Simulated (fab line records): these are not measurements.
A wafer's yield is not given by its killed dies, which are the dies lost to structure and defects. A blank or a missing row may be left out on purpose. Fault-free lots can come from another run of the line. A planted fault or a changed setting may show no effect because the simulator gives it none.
Which tool did it? + flow nand_harc + 15 lots with 44 wafers sampled at 4 steps, on a route of 1302 steps

## WHAT EACH GAUGE READ, for each wafer
No reading from a measuring or inspecting step in the record can be judged against a usual standard deviation.

## WHAT TOOL EACH LOT RAN ON (gives the tool, then ch and the chambers of the sampled wafers, and finally the start)
| lot  | NHARC_A_CHANNEL_HOLE_D1_ETCH_38    | NHARC_A_CHANNEL_HOLE_D1_ETCH_39               | NHARC_A_CHANNEL_HOLE_D1_ETCH_34               | NHARC_A_CHANNEL_HOLE_D1_ETCH_26  |
|------|------------------------------------|-----------------------------------------------|-----------------------------------------------|----------------------------------|
| L173 | rie_diel-05 ch 0,1,2, day 8 13:01  | rie_diel-05 ch 0,1,3, day 8 22:04 or earlier  | rie_diel-05 ch 0,1, day 8 22:04 or earlier    | har_etch-02 ch 0,1, day 8 22:04  |
| L177 | rie_diel-03 ch 0,1,2, day 10 06:29 | rie_diel-03 ch 1,3, day 10 13:25 or earlier   | rie_diel-03 ch 0,1, day 10 13:25 or earlier   | har_etch-01 ch 0,1, day 10 13:25 |
| L179 | rie_diel-03 ch 0,1,3, day 10 16:45 | rie_diel-03 ch 0,1,2, day 10 21:40 or earlier | rie_diel-03 ch 0,1,3, day 10 21:40 or earlier | har_etch-02 ch 0,1, day 10 21:40 |
| L178 | rie_diel-07 ch 0,3, day 10 16:52   | rie_diel-07 ch 0,2,3, day 10 21:51 or earlier | rie_diel-07 ch 1,2,3, day 10 21:51 or earlier | har_etch-01 ch 0,1, day 10 21:51 |
| L180 | rie_diel-03 ch 2,3, day 11 12:14   | rie_diel-03 ch 0,2, day 11 18:07 or earlier   | rie_diel-03 ch 2,3, day 11 18:07 or earlier   | har_etch-01 ch 0,1, day 11 18:07 |
| L181 | rie_diel-05 ch 0,1,2, day 12 04:27 | rie_diel-05 ch 0,1, day 12 09:19 or earlier   | rie_diel-05 ch 1,2,3, day 12 09:19 or earlier | har_etch-01 ch 0,1, day 12 09:19 |
| L182 | rie_diel-05 ch 0,2, day 12 14:02   | rie_diel-05 ch 2,3, day 12 21:16 or earlier   | rie_diel-05 ch 1,3, day 12 21:16 or earlier   | har_etch-02 ch 0,1, day 12 21:16 |
| L183 | rie_diel-05 ch 0,3, day 13 03:07   | rie_diel-05 ch 0,1,2, day 13 10:23 or earlier | rie_diel-05 ch 0,2, day 13 10:23 or earlier   | har_etch-02 ch 0,1, day 13 10:23 |
| L184 | rie_diel-05 ch 0,2,3, day 13 09:40 | rie_diel-05 ch 0,1,2, day 13 14:34 or earlier | rie_diel-05 ch 1,2, day 13 14:34 or earlier   | har_etch-01 ch 0,1, day 13 14:34 |
| L185 | rie_diel-05 ch 0,1,2, day 13 21:11 | rie_diel-05 ch 0,3, day 14 02:07 or earlier   | rie_diel-05 ch 1,3, day 14 02:07 or earlier   | har_etch-02 ch 0,1, day 14 02:07 |
| L186 | rie_diel-05 ch 1,2, day 14 09:52   | rie_diel-05 ch 2,3, day 14 14:44 or earlier   | rie_diel-05 ch 0,1,2, day 14 14:44 or earlier | har_etch-01 ch 0,1, day 14 14:44 |
| L189 | rie_diel-07 ch 1,2,3, day 15 00:15 | rie_diel-07 ch 1,2, day 15 05:11 or earlier   | rie_diel-07 ch 1,2,3, day 15 05:11 or earlier | har_etch-01 ch 1, day 15 05:11   |
| L190 | rie_diel-05 ch 0,3, day 15 10:29   | rie_diel-05 ch 1,3, day 15 15:24 or earlier   | rie_diel-05 ch 2, day 15 15:24 or earlier     | har_etch-01 ch 1, day 15 15:24   |
| L195 | rie_diel-05 ch 1,2,3, day 17 20:25 | rie_diel-05 ch 0,2, day 18 01:16 or earlier   | rie_diel-05 ch 0,1,3, day 18 01:16 or earlier | har_etch-02 ch 1, day 18 01:16   |
| L196 | rie_diel-07 ch 0,1,2, day 18 04:19 | rie_diel-07 ch 0,1,2, day 18 09:11 or earlier | rie_diel-07 ch 0,1, day 18 09:11 or earlier   | har_etch-01 ch 0,1, day 18 09:11 |
- NHARC_A_CHANNEL_HOLE_D1_ETCH_38: etches the open film in CF4, target depth 39 nm, time 65 s.
- NHARC_A_CHANNEL_HOLE_D1_ETCH_39: etches the open film in N2/H2, target depth 260 nm, time 325 s.
- NHARC_A_CHANNEL_HOLE_D1_ETCH_34: etches the open film in CF4/CHF3, target depth 154 nm, time 77 s.
- NHARC_A_CHANNEL_HOLE_D1_ETCH_26: etches the open film in C4F8/O2/Ar, time 224.1 s, target depth 300 nm.

## WHAT THE TOOLS THEMSELVES READ (means of the sampled wafers that have a number; where no wafer has one, the mark that the record gives instead)
NHARC_A_CHANNEL_HOLE_D1_ETCH_38.
| lot  | tool        | drypump_motor_current_A (A) | mfc_ar_sccm (sccm) | oes_product_au (a.u.) | rf_vpp_V (V) | run_length_s (s) | showerhead_plenum_p_Torr (Torr) | throttle_valve_pct (%) |
|------|-------------|-----------------------------|--------------------|-----------------------|--------------|------------------|---------------------------------|------------------------|
| L173 | rie_diel-05 | 5.7                         | 0.015              | 1.002                 | 150.2        | 86.3             | 1.74                            | 13.279                 |
| L177 | rie_diel-03 | 5.8                         | 0.007              | 1.003                 | 151.2        | 86.8             | 1.75                            | 13.285                 |
| L179 | rie_diel-03 | 5.6                         | 0.007              | 0.998                 | 152.5        | 86.7             | 1.79                            | 13.283                 |
| L178 | rie_diel-07 | 5.9                         | 0.002              | 0.996                 | 153.6        | 86.9             | 1.89                            | 13.284                 |
| L180 | rie_diel-03 | 6.1                         | 0.000              | 1.011                 | 150.2        | 86.9             | 1.69                            | 13.299                 |
| L181 | rie_diel-05 | 5.8                         | 0.015              | 1.007                 | 150.8        | 86.6             | 1.74                            | 13.283                 |
| L182 | rie_diel-05 | 5.9                         | 0.023              | 1.009                 | 151.2        | 86.7             | 1.74                            | 13.278                 |
| L183 | rie_diel-05 | 5.5                         | 0.003              | 0.996                 | 152.0        | 86.5             | 1.83                            | 13.287                 |
| L184 | rie_diel-05 | 5.7                         | 0.012              | 1.001                 | 150.8        | 86.4             | 1.78                            | 13.287                 |
| L185 | rie_diel-05 | 5.7                         | 0.015              | 0.995                 | 151.0        | 74.0             | 1.74                            | 13.293                 |
| L186 | rie_diel-05 | 5.8                         | 0.016              | 0.996                 | 150.1        | 80.1             | 1.69                            | 13.278                 |
| L189 | rie_diel-07 | 5.7                         | 0.007              | 1.014                 | 151.7        | 86.4             | 1.79                            | 13.277                 |
| L190 | rie_diel-05 | 5.5                         | 0.002              | 1.003                 | 152.7        | 76.9             | 1.82                            | 13.281                 |
| L195 | rie_diel-05 | 5.8                         | 0.013              | 1.012                 | 151.5        | 86.3             | 1.73                            | 13.285                 |
| L196 | rie_diel-07 | 5.7                         | 0.008              | 1.002                 | 151.4        | 86.5             | 1.79                            | 13.283                 |

NHARC_A_CHANNEL_HOLE_D1_ETCH_39.
| lot  | tool        | drypump_motor_current_A (A) | h2_flow_sccm (sccm) | mfc_ar_sccm (sccm) | oes_product_au (a.u.) | rf_vpp_V (V) | run_length_s (s) | showerhead_plenum_p_Torr (Torr) | throttle_valve_pct (%) |
|------|-------------|-----------------------------|---------------------|--------------------|-----------------------|--------------|------------------|---------------------------------|------------------------|
| L173 | rie_diel-05 | 5.6                         | 150.3               | 0.004              | 0.995                 | 431.7        | 346.3            | 2.05                            | 14.161                 |
| L177 | rie_diel-03 | 6.0                         | 149.9               | 0.007              | 1.016                 | 430.8        | 346.6            | 2.07                            | 14.176                 |
| L179 | rie_diel-03 | 5.8                         | 150.0               | 0.007              | 1.007                 | 429.1        | 346.5            | 2.01                            | 14.178                 |
| L178 | rie_diel-07 | 5.9                         | 149.8               | 0.004              | 0.993                 | 433.8        | 346.6            | 2.17                            | 14.174                 |
| L180 | rie_diel-03 | 5.7                         | 149.5               | 0.000              | 1.007                 | 427.7        | 346.6            | 1.94                            | 14.172                 |
| L181 | rie_diel-05 | 5.5                         | 150.0               | 0.006              | 0.994                 | 429.4        | 346.3            | 2.00                            | 14.169                 |
| L182 | rie_diel-05 | 5.9                         | 149.6               | 0.022              | 1.004                 | 429.6        | 346.4            | 1.99                            | 14.173                 |
| L183 | rie_diel-05 | 5.8                         | 150.2               | 0.015              | 0.997                 | 428.6        | 346.6            | 2.00                            | 14.175                 |
| L184 | rie_diel-05 | 5.7                         | 149.9               | 0.015              | 0.990                 | 429.7        | 346.5            | 2.01                            | 14.173                 |
| L185 | rie_diel-05 | 5.5                         | 149.9               | 0.003              | 1.006                 | 432.3        | 346.4            | 2.11                            | 14.173                 |
| L186 | rie_diel-05 | 5.8                         | 150.5               | 0.011              | 1.012                 | 431.0        | 346.1            | 2.03                            | 14.167                 |
| L189 | rie_diel-07 | 5.8                         | 150.1               | 0.010              | 1.011                 | 430.2        | 346.3            | 2.05                            | 14.172                 |
| L190 | rie_diel-05 | 5.6                         | 149.9               | 0.004              | 0.992                 | 430.6        | 345.9            | 2.01                            | 14.174                 |
| L195 | rie_diel-05 | 6.0                         | 150.4               | 0.023              | 1.014                 | 429.6        | 346.4            | 2.00                            | 14.165                 |
| L196 | rie_diel-07 | 5.7                         | 149.5               | 0.008              | 1.008                 | 430.6        | 346.5            | 2.06                            | 14.174                 |

NHARC_A_CHANNEL_HOLE_D1_ETCH_34.
| lot  | tool        | drypump_motor_current_A (A) | mfc_ar_sccm (sccm) | oes_product_au (a.u.) | rf_vpp_V (V) | run_length_s (s) | showerhead_plenum_p_Torr (Torr) | throttle_valve_pct (%) |
|------|-------------|-----------------------------|--------------------|-----------------------|--------------|------------------|---------------------------------|------------------------|
| L173 | rie_diel-05 | 5.5                         | 0.005              | 0.926                 | 371.3        | 98.6             | 1.60                            | 16.800                 |
| L177 | rie_diel-03 | 5.3                         | 0.007              | 0.919                 | 370.5        | 98.3             | 1.58                            | 16.798                 |
| L179 | rie_diel-03 | 5.6                         | 0.007              | 0.968                 | 370.6        | 98.5             | 1.59                            | 16.803                 |
| L178 | rie_diel-07 | 5.7                         | 0.007              | 0.969                 | 370.7        | 98.6             | 1.60                            | 16.795                 |
| L180 | rie_diel-03 | 5.9                         | 0.000              | 0.967                 | 369.6        | 98.9             | 1.54                            | 16.800                 |
| L181 | rie_diel-05 | 5.8                         | 0.013              | 0.970                 | 369.9        | 98.2             | 1.54                            | 16.798                 |
| L182 | rie_diel-05 | 5.5                         | 0.002              | 0.973                 | 369.7        | 98.1             | 1.57                            | 16.805                 |
| L183 | rie_diel-05 | 6.0                         | 0.023              | 0.943                 | 369.0        | 98.5             | 1.55                            | 16.798                 |
| L184 | rie_diel-05 | 5.7                         | 0.016              | 0.923                 | 368.1        | 98.2             | 1.50                            | 16.808                 |
| L185 | rie_diel-05 | 5.6                         | 0.002              | 0.931                 | 370.7        | 98.1             | 1.57                            | 16.794                 |
| L186 | rie_diel-05 | 5.7                         | 0.015              | 0.922                 | 369.9        | 98.4             | 1.55                            | 16.808                 |
| L189 | rie_diel-07 | 5.7                         | 0.007              | 0.953                 | 371.3        | 98.3             | 1.59                            | 16.795                 |
| L190 | rie_diel-05 | 6.2                         | 0.033              | 0.925                 | 369.4        | 98.5             | 1.51                            | 16.807                 |
| L195 | rie_diel-05 | 5.6                         | 0.004              | 0.924                 | 370.4        | 98.5             | 1.58                            | 16.796                 |
| L196 | rie_diel-07 | 5.7                         | 0.008              | 0.971                 | 369.0        | 98.8             | 1.54                            | 16.794                 |

NHARC_A_CHANNEL_HOLE_D1_ETCH_26.
| lot  | tool        | drypump_motor_current_A (A) | mfc_ar_sccm (sccm) | showerhead_plenum_p_Torr (Torr) | throttle_valve_pct (%) |
|------|-------------|-----------------------------|--------------------|---------------------------------|------------------------|
| L173 | har_etch-02 | 6.0                         | 375.4              | 3.53                            | 24.592                 |
| L177 | har_etch-01 | 5.5                         | 376.0              | 3.76                            | 24.576                 |
| L179 | har_etch-02 | 6.3                         | 374.4              | 3.56                            | 24.580                 |
| L178 | har_etch-01 | 5.3                         | 373.8              | 3.75                            | 24.584                 |
| L180 | har_etch-01 | 5.5                         | 375.3              | 3.75                            | 24.581                 |
| L181 | har_etch-01 | 5.5                         | 375.2              | 3.74                            | 24.581                 |
| L182 | har_etch-02 | 6.0                         | 376.7              | 3.50                            | 24.582                 |
| L183 | har_etch-02 | 6.0                         | 375.3              | 3.50                            | 24.586                 |
| L184 | har_etch-01 | 5.4                         | 374.5              | 3.73                            | 24.582                 |
| L185 | har_etch-02 | 6.0                         | 374.8              | 3.49                            | 24.594                 |
| L186 | har_etch-01 | 5.4                         | 375.2              | 3.72                            | 24.582                 |
| L189 | har_etch-01 | 5.6                         | 374.9              | 3.73                            | 24.585                 |
| L190 | har_etch-01 | 5.7                         | 375.2              | 3.73                            | 24.582                 |
| L195 | har_etch-02 | 5.7                         | 372.8              | 3.99                            | 24.588                 |
| L196 | har_etch-01 | 5.5                         | 374.5              | 3.69                            | 24.578                 |

## THE ANSWER, worked out from the rows above alone
Rule: usual is defined by the lots themselves. The widest of any qualifying gaps counts: lots, ordered by their means at a reading, are off when they make up no more than a third of the lots, leave a main group of 4 or more, and stand apart from it by 3 or more times the standard deviation of that group's means. The tables above print the reading to a certain number of digits; a main group whose means all agree to those digits is not used. A lot without any number at a reading at which 4 lots or more have one is off too. Where the step has rows for the other lots, those lots are counted as sound. The gauges are gone through in route order, then the tools' own readings, and for those a lot's mean is taken as printed above. The first step at which some lot is off is used, and at that step the reading that is off furthest; a lot without a number counts as furthest.
Off, at NHARC_A_CHANNEL_HOLE_D1_ETCH_38 on run_length_s: L185, L186, L190. For the main group the mean is 86.6 s and the standard deviation 0.21.
If a tool, at that step or one of the process steps before it, ran each lot that is off and ran no sound lot following the first of them, it fits. Not one of the candidates tried fits.

## WHAT THE SIMULATOR PUT IN
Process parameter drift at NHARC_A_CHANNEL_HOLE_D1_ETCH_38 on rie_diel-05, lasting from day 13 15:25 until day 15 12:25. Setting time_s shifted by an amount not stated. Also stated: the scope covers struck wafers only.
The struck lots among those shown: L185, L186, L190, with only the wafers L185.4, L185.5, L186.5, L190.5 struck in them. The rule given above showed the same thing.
